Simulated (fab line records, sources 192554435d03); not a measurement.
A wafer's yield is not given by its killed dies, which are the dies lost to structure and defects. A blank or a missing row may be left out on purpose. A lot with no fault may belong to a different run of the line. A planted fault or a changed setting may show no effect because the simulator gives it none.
fab line records | flow n5-finfet
[record] lots = 11 | wafers = 33 | last-day = 17
route steps=1938 shown WELL_APT@28 BEOL_M4@1111
lots untouched by any fault: they come from a run of this same line in which no faults occurred
start-h: hours from the record's opening day to when the first of the lot's shown wafers began | wait-h: hours from the lot's prior step to this one | " identical to the entry in the row above | L1.1+2: a single row standing in for several wafers | - no value, or no start given | * or withheld: withheld | < > ~ a bound
route shown NAME@n: NAME is a module with steps in the file, n the number in the route of the first one | usual: the fault-free wafers' mean and standard deviation | same: alike in all rows | chamber/n: place in a boat | sites: readings site by site | _std_site: how widely they spread, as a standard deviation | _edge_site: inner sites' mean taken away from outer sites' mean | radius-mm: for every site, how far away it sits from the centre of the wafer | mask NAME#n: copy n | behind: the last tool/chamber to shape the wafer | hold: the reason the lot was held/the length of the hold in hours/how it ended | device: the transistor (n, p or np) that didn't switch | end of line: at the end of the route, the tests of the same wafers | a step without rows: its recipe alone | killed: at the first sort, the dies lost to defects and structure; wafer yield is something else | map: per-die view of a wafer (x killed, . not killed, _ where there is no die)
set.NAME: setting as actually run; set.NAME@STEP: the setting as run at that earlier step | model.NAME: the simulator's own value behind a step, which no gauge read
steps of the route over a sample of lots; a table a step, a row a wafer
services: from which hour (start-h, from the record's first day; less than 0 if before it) a tool's chamber was out of use, for how many hours, and why
[[steps]]
[step N5_WELL_APT_CD_MEAS_08]
[recipe] target-cd-nm = 200 | landing-energy-ev = 500 | detector = se-inlens
[usual] cd-nm = 200.4/1.4
lot.wafer | tool      | chamber | start-h | wait-h | cd-nm
L499.2    | cd-sem-01 | 0       | 13.58   | -      | 198.1
L499.3    | "         | 0       | "       | "      | 198.4
L499.5    | "         | 0       | "       | "      | 198.4
L502.2    | cd-sem-01 | 0       | 31.56   | -      | 201.7
L502.5    | "         | 0       | "       | "      | 199.5
L502.6    | "         | 0       | "       | "      | 199.7
L503.1    | cd-sem-02 | 0       | 37.58   | -      | 203.1
L503.2    | "         | 0       | "       | "      | 200.0
L503.4    | "         | 0       | "       | "      | 201.1
L504.1    | cd-sem-03 | 0       | 43.67   | -      | 199.3
L504.2    | "         | 0       | "       | "      | 198.8
L504.5    | "         | 0       | "       | "      | 198.2
L505.2    | cd-sem-01 | 0       | 49.57   | -      | 200.4
L505.3    | "         | 0       | "       | "      | 200.3
L505.4    | "         | 0       | "       | "      | 199.0
L506.2    | cd-sem-01 | 0       | 55.60   | -      | 202.2
L506.4    | "         | 0       | "       | "      | 200.2
L506.5    | "         | 0       | "       | "      | 199.9
L507.1    | cd-sem-02 | 0       | 61.87   | -      | 200.6
L507.3    | "         | 0       | "       | "      | 200.1
L507.6    | "         | 0       | "       | "      | 202.0
L509.2    | cd-sem-03 | 0       | 73.85   | -      | 200.9
L509.5    | "         | 0       | "       | "      | 199.9
L509.6    | "         | 0       | "       | "      | 201.1
L512.1    | cd-sem-02 | 0       | 91.83   | -      | 199.8
L512.3    | "         | 0       | "       | "      | 199.5
L512.5    | "         | 0       | "       | "      | 199.1
L521.1    | cd-sem-02 | 0       | 145.56  | -      | 199.6
L521.2    | "         | 0       | "       | "      | 200.6
L521.6    | "         | 0       | "       | "      | 202.7
L522.1    | cd-sem-02 | 0       | 151.86  | -      | 201.8
L522.3    | "         | 0       | "       | "      | 201.9
L522.5    | "         | 0       | "       | "      | 201.0
[step N5_WELL_APT_OVL_MEAS_09]
[recipe] points-per-wafer = 44
[usual] NWELL_OVL = -3/4.8
lot.wafer | tool       | chamber | start-h | wait-h | NWELL_OVL[nm]
L499.2    | overlay-02 | 0       | 13.61   | 0.0    | -1
L499.3    | "          | 0       | "       | "      | -12
L499.5    | "          | 0       | "       | "      | -8
L502.2    | overlay-01 | 0       | 31.59   | 0.0    | 5
L502.5    | "          | 0       | "       | "      | -1
L502.6    | "          | 0       | "       | "      | -1
L503.1    | overlay-02 | 0       | 37.61   | 0.0    | -8
L503.2    | "          | 0       | "       | "      | 0
L503.4    | "          | 0       | "       | "      | -10
L504.1    | overlay-02 | 0       | 43.70   | 0.0    | -2
L504.2    | "          | 0       | "       | "      | 7
L504.5    | "          | 0       | "       | "      | -4
L505.2    | overlay-02 | 0       | 49.60   | 0.0    | -1
L505.3    | "          | 0       | "       | "      | 1
L505.4    | "          | 0       | "       | "      | 4
L506.2    | overlay-02 | 0       | 55.63   | 0.0    | 4
L506.4    | "          | 0       | "       | "      | -1
L506.5    | "          | 0       | "       | "      | -4
L507.1    | overlay-01 | 0       | 61.91   | 0.0    | -4
L507.3    | "          | 0       | "       | "      | -3
L507.6    | "          | 0       | "       | "      | -5
L509.2    | overlay-02 | 0       | 73.88   | 0.0    | -9
L509.5    | "          | 0       | "       | "      | -5
L509.6    | "          | 0       | "       | "      | -9
L512.1    | overlay-01 | 0       | 91.86   | 0.0    | 0
L512.3    | "          | 0       | "       | "      | 3
L512.5    | "          | 0       | "       | "      | 0
L521.1    | overlay-01 | 0       | 145.59  | 0.0    | -7
L521.2    | "          | 0       | "       | "      | 2
L521.6    | "          | 0       | "       | "      | -2
L522.1    | overlay-02 | 0       | 151.89  | 0.0    | -1
L522.3    | "          | 0       | "       | "      | -4
L522.5    | "          | 0       | "       | "      | 3
[step N5_WELL_APT_IMPLANT_15]
[recipe] species = As | energy-kev = 25 | dose-cm2 = 1.5e+13 | tilt-deg = 0 | rotation-deg = 0
[usual] dose-ions-cm2 = 1.5001e+13/1.4e+10 | faraday-current-uA = 191/3.8
lot.wafer | tool         | chamber | start-h | wait-h | dose-ions-cm2 | faraday-current-uA
L499.2    | implanter-02 | 0       | 13.98   | 0.1    | 1.502e+13     | 188
L499.3    | "            | 0       | "       | "      | 1.5018e+13    | 187
L499.5    | "            | 0       | "       | "      | 1.5013e+13    | 188
L502.2    | implanter-01 | 0       | 32.47   | 0.1    | 1.4994e+13    | 188
L502.5    | "            | 0       | "       | "      | 1.4992e+13    | 198
L502.6    | "            | 0       | "       | "      | 1.4992e+13    | 196
L503.1    | implanter-01 | 0       | 37.95   | 0.1    | 1.5008e+13    | 190
L503.2    | "            | 0       | "       | "      | 1.5015e+13    | 186
L503.4    | "            | 0       | "       | "      | 1.5004e+13    | 181
L504.1    | implanter-02 | 0       | 44.04   | 0.1    | 1.4994e+13    | 194
L504.2    | "            | 0       | "       | "      | 1.5014e+13    | 194
L504.5    | "            | 0       | "       | "      | 1.499e+13     | 189
L505.2    | implanter-02 | 0       | 50.35   | 0.1    | 1.5004e+13    | 184
L505.3    | "            | 0       | "       | "      | 1.5004e+13    | 190
L505.4    | "            | 0       | "       | "      | 1.4976e+13    | 188
L506.2    | implanter-02 | 0       | 55.99   | 0.1    | 1.4992e+13    | 184
L506.4    | "            | 0       | "       | "      | 1.5007e+13    | 187
L506.5    | "            | 0       | "       | "      | 1.5023e+13    | 192
L507.1    | implanter-02 | 0       | 62.25   | 0.1    | 1.4985e+13    | 194
L507.3    | "            | 0       | "       | "      | 1.4995e+13    | 182
L507.6    | "            | 0       | "       | "      | 1.5023e+13    | 191
L509.2    | implanter-01 | 0       | 74.25   | 0.1    | 1.4981e+13    | 189
L509.5    | "            | 0       | "       | "      | 1.498e+13     | 198
L509.6    | "            | 0       | "       | "      | 1.4989e+13    | 189
L512.1    | implanter-02 | 0       | 92.20   | 0.1    | 1.5008e+13    | 190
L512.3    | "            | 0       | "       | "      | 1.5026e+13    | 189
L512.5    | "            | 0       | "       | "      | 1.5006e+13    | 198
L521.1    | implanter-01 | 0       | 146.44  | 0.1    | 2.152e+13     | 264
L521.2    | "            | 0       | "       | "      | 2.1529e+13    | 279
L521.6    | "            | 0       | "       | "      | 2.1538e+13    | 266
L522.1    | implanter-01 | 0       | 152.23  | 0.1    | 2.1516e+13    | 275
L522.3    | "            | 0       | "       | "      | 2.1508e+13    | 279
L522.5    | "            | 0       | "       | "      | 2.1512e+13    | 274
[step N5_WELL_APT_EPI_41]
[recipe] material = Si | target-thk-a = 500 | temp-c = 650 | precursor = SiH4/H2 | pressure-torr = 20 | time-s = 297.7
[usual] lamp-inner-pct = 16.7/1.6 | throttle-valve-pct = 11.32/0.17
[same] time-s = 297.7
lot.wafer | tool         | chamber | start-h | wait-h | lamp-inner-pct | throttle-valve-pct
L499.2    | epi-rpcvd-03 | 0       | 15.92   | 0.1    | 17.5           | 11.58
L499.3    | "            | 0       | "       | "      | 17.2           | 11.32
L499.5    | "            | 0       | "       | "      | 17.4           | 11.53
L502.2    | epi-rpcvd-01 | 0       | 34.72   | 0.2    | 18.3           | 11.17
L502.5    | "            | 0       | "       | "      | 18.1           | 11.46
L502.6    | "            | 0       | "       | "      | 18.2           | 11.33
L503.1    | epi-rpcvd-03 | 0       | 39.89   | 0.0    | 17.4           | 11.23
L503.2    | "            | 0       | "       | "      | 17.2           | 11.36
L503.4    | "            | 0       | "       | "      | 17.5           | 11.14
L504.1    | epi-rpcvd-04 | 0       | 45.94   | 0.0    | 14.3           | 11.07
L504.2    | "            | 0       | "       | "      | 14.2           | 11.10
L504.5    | "            | 0       | "       | "      | 14.1           | 11.28
L505.2    | epi-rpcvd-01 | 0       | 52.37   | 0.2    | 18.3           | 11.45
L505.3    | "            | 0       | "       | "      | 18.2           | 11.28
L505.4    | "            | 0       | "       | "      | 17.8           | 11.24
L506.2    | epi-rpcvd-01 | 0       | 58.00   | 0.2    | 18.1           | 11.31
L506.4    | "            | 0       | "       | "      | 18.2           | 11.38
L506.5    | "            | 0       | "       | "      | 17.8           | 11.18
L507.1    | epi-rpcvd-01 | 0       | 64.09   | 0.0    | 18.2           | 11.52
L507.3    | "            | 0       | "       | "      | 18.3           | 11.57
L507.6    | "            | 0       | "       | "      | 18.1           | 11.18
L509.2    | epi-rpcvd-01 | 0       | 76.32   | 0.2    | 18.5           | 11.22
L509.5    | "            | 0       | "       | "      | 18.1           | 11.23
L509.6    | "            | 0       | "       | "      | 18.3           | 11.25
L512.1    | epi-rpcvd-01 | 0       | 94.04   | 0.0    | 18.1           | 11.48
L512.3    | "            | 0       | "       | "      | 18.1           | 11.52
L512.5    | "            | 0       | "       | "      | 18.2           | 11.18
L521.1    | epi-rpcvd-04 | 0       | 148.28  | 0.0    | 14.2           | 11.03
L521.2    | "            | 0       | "       | "      | 14.2           | 11.12
L521.6    | "            | 0       | "       | "      | 14.4           | 10.95
L522.1    | epi-rpcvd-03 | 0       | 154.10  | 0.0    | 17.8           | 11.55
L522.3    | "            | 0       | "       | "      | 17.1           | 11.56
L522.5    | "            | 0       | "       | "      | 17.4           | 11.64
[step N5_BEOL_M4_RC_MEAS_101]
[usual] CJ_P = 5.84/0.18 | DIBL_N = 36.3/1.7 | DIBL_P = 36.5/1.8 | IOFF_N = 0.16/0.033 | IOFF_P = 0.21/0.037 | ION_N = 675/11 | ION_P = 462/7.9 | SS_N = 71.6/0.64 | SS_P = 73.3/0.68 | VT_N = 249/3.3 | VT_P = -250/3.3
lot.wafer | tool      | chamber | start-h | wait-h | CJ_P | DIBL_N[mV/V] | DIBL_P[mV/V] | IOFF_N[nA/um] | IOFF_P[nA/um] | ION_N[uA/um] | ION_P[uA/um] | SS_N[mV/dec] | SS_P[mV/dec] | VT_N[mV] | VT_P[mV]
L499.2    | prober-01 | 0       | 159.47  | 0.2    | 6.02 | 35.4         | 36.0         | 0.14          | 0.19          | 666          | 457          | 71.4         | 73.2         | 253      | -255
L499.3    | "         | 0       | "       | "      | 5.59 | 35.3         | 36.6         | 0.15          | 0.20          | 684          | 469          | 71.6         | 73.9         | 249      | -252
L499.5    | "         | 0       | "       | "      | 6.10 | 34.9         | 36.1         | 0.15          | 0.19          | 678          | 466          | 71.6         | 73.7         | 253      | -252
L502.2    | prober-01 | 0       | 181.49  | 0.2    | 5.99 | 35.7         | 36.1         | 0.15          | 0.18          | 682          | 467          | 71.0         | 73.3         | 251      | -251
L502.5    | "         | 0       | "       | "      | 5.73 | 33.6         | 33.4         | 0.11          | 0.14          | 681          | 462          | 71.0         | 72.8         | 255      | -257
L502.6    | "         | 0       | "       | "      | 6.05 | 36.1         | 36.5         | 0.14          | 0.18          | 677          | 463          | 71.5         | 73.3         | 253      | -253
L503.1    | prober-01 | 0       | 182.71  | 0.0    | 5.39 | 36.4         | 35.8         | 0.15          | 0.22          | 672          | 463          | 72.0         | 72.9         | 249      | -248
L503.2    | "         | 0       | "       | "      | 5.84 | 38.2         | 38.6         | 0.19          | 0.26          | 682          | 470          | 71.9         | 74.6         | 245      | -246
L503.4    | "         | 0       | "       | "      | 5.55 | 37.6         | 37.2         | 0.16          | 0.24          | 671          | 466          | 72.3         | 74.0         | 250      | -245
L504.1    | prober-02 | 0       | 182.85  | 0.0    | 5.76 | 37.3         | 37.5         | 0.18          | 0.23          | 680          | 470          | 71.2         | 72.8         | 247      | -250
L504.2    | "         | 0       | "       | "      | 5.42 | 33.8         | 33.5         | 0.12          | 0.17          | 677          | 471          | 70.7         | 71.7         | 255      | -253
L504.5    | "         | 0       | "       | "      | 5.87 | 35.5         | 36.1         | 0.15          | 0.21          | 683          | 476          | 72.1         | 72.8         | 250      | -250
L506.2    | prober-02 | 0       | 198.17  | 0.2    | 6.01 | 33.1         | 32.8         | 0.11          | 0.17          | 665          | 462          | 70.6         | 72.3         | 255      | -253
L506.4    | "         | 0       | "       | "      | 5.67 | 34.9         | 33.6         | 0.12          | 0.18          | 656          | 455          | 70.5         | 71.4         | 253      | -250
L506.5    | "         | 0       | "       | "      | 5.96 | 33.9         | 33.6         | 0.11          | 0.18          | 668          | 461          | 70.7         | 71.8         | 255      | -251
L505.2    | prober-01 | 0       | 202.29  | 0.2    | 5.48 | 37.3         | 38.4         | 0.18          | 0.24          | 680          | 466          | 72.3         | 72.8         | 247      | -251
L505.3    | "         | 0       | "       | "      | 5.72 | 36.6         | 36.7         | 0.17          | 0.22          | 688          | 459          | 71.7         | 72.8         | 250      | -253
L505.4    | "         | 0       | "       | "      | 5.84 | 37.0         | 37.8         | 0.17          | 0.24          | 676          | 465          | 72.3         | 73.0         | 249      | -248
L507.1    | prober-02 | 0       | 207.58  | 0.0    | 5.57 | 37.4         | 38.4         | 0.18          | 0.24          | 660          | 460          | 72.2         | 73.5         | 251      | -247
L507.3    | "         | 0       | "       | "      | 5.87 | 35.1         | 34.8         | 0.14          | 0.18          | 658          | 445          | 71.9         | 72.8         | 254      | -251
L507.6    | "         | 0       | "       | "      | 5.90 | 32.3         | 33.3         | 0.11          | 0.16          | 657          | 457          | 70.5         | 72.1         | 255      | -254
L509.2    | prober-01 | 0       | 223.35  | 0.2    | 6.04 | 34.9         | 35.2         | 0.15          | 0.22          | 679          | 467          | 71.0         | 73.7         | 249      | -250
L509.5    | "         | 0       | "       | "      | 5.78 | 35.6         | 36.8         | 0.16          | 0.23          | 675          | 467          | 71.6         | 74.1         | 249      | -248
L509.6    | "         | 0       | "       | "      | 6.04 | 33.3         | 33.1         | 0.12          | 0.19          | 690          | 479          | 70.1         | 72.8         | 254      | -249
L512.1    | prober-02 | 0       | 250.98  | 0.0    | 6.08 | 38.8         | 39.3         | 0.21          | 0.25          | 672          | 458          | 71.6         | 74.9         | 245      | -249
L512.3    | "         | 0       | "       | "      | 6.02 | 36.4         | 34.7         | 0.15          | 0.17          | 665          | 448          | 71.3         | 72.5         | 253      | -253
L512.5    | "         | 0       | "       | "      | 6.05 | 38.9         | 38.0         | 0.21          | 0.22          | 676          | 453          | 72.8         | 74.5         | 248      | -250
L522.1    | prober-01 | 0       | 298.10  | 0.0    | 6.55 | 33.2         | 33.6         | 0.12          | 0.15          | 669          | 451          | 71.2         | 72.4         | 252      | -257
L522.3    | "         | 0       | "       | "      | 6.90 | 36.3         | 37.6         | 0.18          | 0.21          | 678          | 460          | 71.9         | 74.4         | 248      | -250
L522.5    | "         | 0       | "       | "      | 6.81 | 36.8         | 38.5         | 0.19          | 0.22          | 677          | 457          | 72.1         | 74.3         | 246      | -253
L521.1    | prober-02 | 0       | 298.18  | 0.0    | 7.16 | 36.2         | 35.0         | 0.14          | 0.17          | 662          | 446          | 71.2         | 73.7         | 253      | -251
L521.2    | "         | 0       | "       | "      | 6.93 | 37.3         | 36.2         | 0.16          | 0.18          | 677          | 457          | 72.1         | 73.9         | 249      | -254
L521.6    | "         | 0       | "       | "      | 7.19 | 37.5         | 36.8         | 0.16          | 0.20          | 673          | 457          | 71.5         | 74.2         | 247      | -253
[[services]]
tool         | chamber | start-h | hours | kind
implanter-01 | -       | 39.28   | 18.9  | repair
epi-rpcvd-01 | -       | 49.45   | 0.6   | repair
epi-rpcvd-01 | -       | 77.65   | 14.6  | pm
implanter-02 | -       | 134.78  | 1.6   | repair
epi-rpcvd-04 | -       | 139.69  | 2.5   | repair
[[key]]
[first-sign] step = N5_WELL_APT_IMPLANT_15 | reading = dose-ions-cm2 | direction = up | sigmas = 99+ | usual = 1.5001e+13 | struck = 2.1521e+13
[effect] step = N5_WELL_APT_IMPLANT_15 | reading = faraday-current-uA | direction = up | sigmas = 22 | usual = 191 | struck = 273
[effect] step = N5_BEOL_M4_RC_MEAS_101 | reading = CJ_P | direction = up | sigmas = 6 | usual = 5.84 | struck = 6.92
met-at N5_WELL_APT_IMPLANT_15
struck-lots L521,L522
not-acting-at N5_WELL_APT_CD_MEAS_08,N5_WELL_APT_OVL_MEAS_09,N5_WELL_APT_EPI_41
onset-between 74.25 146.44
[fault] kind = process-parameter-drift | tool = implanter-01 | chamber = - | onset-h = 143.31 | steps = N5_WELL_APT_IMPLANT_15 | channel = dose-cm2 | offset = 6.527e+12 | shape = step | end-h = 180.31 | acts-in = these-recipes-only | stated = 1.5e+13
